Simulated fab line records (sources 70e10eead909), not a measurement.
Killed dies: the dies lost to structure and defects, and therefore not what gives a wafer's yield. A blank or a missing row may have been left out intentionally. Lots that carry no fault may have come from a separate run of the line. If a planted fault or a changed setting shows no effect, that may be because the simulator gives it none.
Matching of chambers | flow nand-harc | NHARC_A_STAIRCASE_ETCH_253 on rie-diel-07 has 4 sister chambers
The step etches the open film in C4F8/O2, target depth 50 nm, time 20.2 s. 8 wafers are shown with their chamber, then 11 later ones without.

== WAFERS, EACH WITH ITS CHAMBER ==
wafer  | chamber | rf-vpp-V (V) | oes-product-au (a.u.)
L079.5 | 3       | 894          | 0.958
L080.4 | 0       | 892          | 0.979
L082.2 | 0       | 895          | 0.948
L082.3 | 3       | 894          | 0.956
L082.4 | 1       | 896          | 0.945
L082.5 | 1       | 897          | 0.950
L082.6 | 2       | 888          | 0.953
L081.2 | 2       | 887          | 0.975

== WAFERS WITH NO CHAMBER GIVEN ==
wafer  | rf-vpp-V (V) | oes-product-au (a.u.)
L081.4 | 893          | 0.967
L081.6 | 894          | 0.977
L090.4 | 892          | 0.961
L090.5 | 895          | 0.983
L090.6 | 893          | 0.958
L092.3 | 888          | 0.936
L092.4 | 894          | 0.940
L092.5 | 893          | 0.935
L095.1 | 893          | 0.954
L095.4 | 895          | 0.949
L095.5 | 886          | 0.964

== WHICH CHAMBER EACH ONE RAN IN ==
wafer  | from the rows above          | in truth
L081.4 | can't be placed: 0 or 3      | 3
L081.6 | can't be placed: 0 or 3 or 1 | 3
L090.4 | can't be placed: 0 or 3      | 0
L090.5 | can't be placed: 0 or 3 or 1 | 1
L090.6 | can't be placed: 0 or 3      | 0
L092.3 | 2                            | 2
L092.4 | can't be placed: 3 or 0 or 1 | 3
L092.5 | can't be placed: 3 or 0 or 1 | 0
L095.1 | can't be placed: 0 or 3      | 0
L095.4 | can't be placed: 3 or 1 or 0 | 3
L095.5 | 2                            | 2
2 of 11 placed correctly. From these rows, 9 cannot be placed; in 9 the true chamber is one of the candidates. Placed wrongly: 0.
How it was worked out, from the rows above alone: a wafer's distance from a chamber is the root of the sum, over the readings, of the square of ((its reading less the chamber's mean) divided by the reading's scatter). If the next closest chamber is less than 2 further off than the closest, the wafer can't be placed; otherwise it belongs to the closest. Each chamber's mean is taken over the wafers shown for it. The scatter is the square root of a quotient: the sum, over the shown wafers, of each reading's squared deviation from its chamber's mean, divided by wafers minus chambers.
